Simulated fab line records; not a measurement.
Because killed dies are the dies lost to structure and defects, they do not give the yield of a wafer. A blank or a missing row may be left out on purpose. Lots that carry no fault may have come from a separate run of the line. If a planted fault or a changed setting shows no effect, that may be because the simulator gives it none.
Problem report, 8D (eight disciplines) form, completed by code -- flow n5_finfet -- the parts of the form that need people (team, actions taken, sign-off) are left out

1. THE ISSUE
Wafers without a fault read 204.96 C, standard deviation 0.18; plate_temp_C at N5_BEOL_M8_COAT_71 reads a mean of 210.44 C on 5 wafers belonging to 2 lots. Measured from the usual mean, that is +30 standard deviations.
The step: time 60 s, resist thk 5 nm.
Seen first at day 15 05:59 on litho_track-01, wafer L606.2. The record has a number at this step for 32 wafers belonging to 11 lots. Rule for "out", or "out of limits": more than 4 standard deviations from the usual mean. The other wafers with a number count as sound.

2. WHAT IT IS AND WHAT IT IS NOT
question,is,is not
which readings at this step,"plate_temp_C, heater_power_total_W",-
which lots,"L606, L607","L586, L587, L589, L590, L592, L594, L595, L597, L601"
which wafers of those lots,all that have a number,-
read on which tools,litho_track-01,"litho_track-03, litho_track-05"
when,from day 15 05:59,up to then (27 sound wafers)

3. THE SUSPECTS, EACH WITH WHAT RULES IT OUT
Counting: a tool at a process step up to the reading stays a suspect if it ran every lot that is out and no sound lot after the first of them.
- rie_diel-02 at N5_BEOL_M8_ETCH_62 (etches SOC in N2/H2, target depth 110 nm, overetch 22 nm, time 165 s): kept. All lots that are out passed through it, beginning with L606 at day 15 05:32, and no sound lot followed; its final sound lot before that point was L597 at day 12 13:28.
- litho_track-01 at N5_BEOL_M8_COAT_71 (time 60 s, resist thk 5 nm): kept. All lots that are out passed through it, beginning with L606 at day 15 05:59, and no sound lot followed; its final sound lot before that point was L595 at day 12 02:44. On those wafers its own readings are out: heater_power_total_W, plate_temp_C.
Remaining after the count are rie_diel-02 at N5_BEOL_M8_ETCH_62 and litho_track-01 at N5_BEOL_M8_COAT_71.

4. THE CAUSE (what the simulator had put in)
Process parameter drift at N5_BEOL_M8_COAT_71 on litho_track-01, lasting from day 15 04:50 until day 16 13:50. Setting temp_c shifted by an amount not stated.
After counting, 2 suspects remain, this tool included.

5. THE EFFECT CHAIN, in route order
Each row: a reading whose mean over the struck wafers that have a number lies more than 3 standard deviations from the usual. Only readings for which the record gives a usual standard deviation are gone through. hours: the time from each lot's start at the first step in this table that gives one to its start at this step, as a median over the lots. sigmas: the change in usual standard deviations.
hours,step,reading,usual,on struck wafers,change,sigmas
0,N5_BEOL_M8_COAT_71,heater_power_total_W,391.7 W,404.2,+12.5,+10
0,N5_BEOL_M8_COAT_71,plate_temp_C,204.96 C,210.44,+5.48,+30
The process steps in it:
- N5_BEOL_M8_COAT_71: time 60 s, resist thk 5 nm.

6. HOW IT WOULD HAVE BEEN CAUGHT EARLIER
In this record the first reading out of limits was taken at day 15 05:59, 1 hour after the fault began at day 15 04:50.
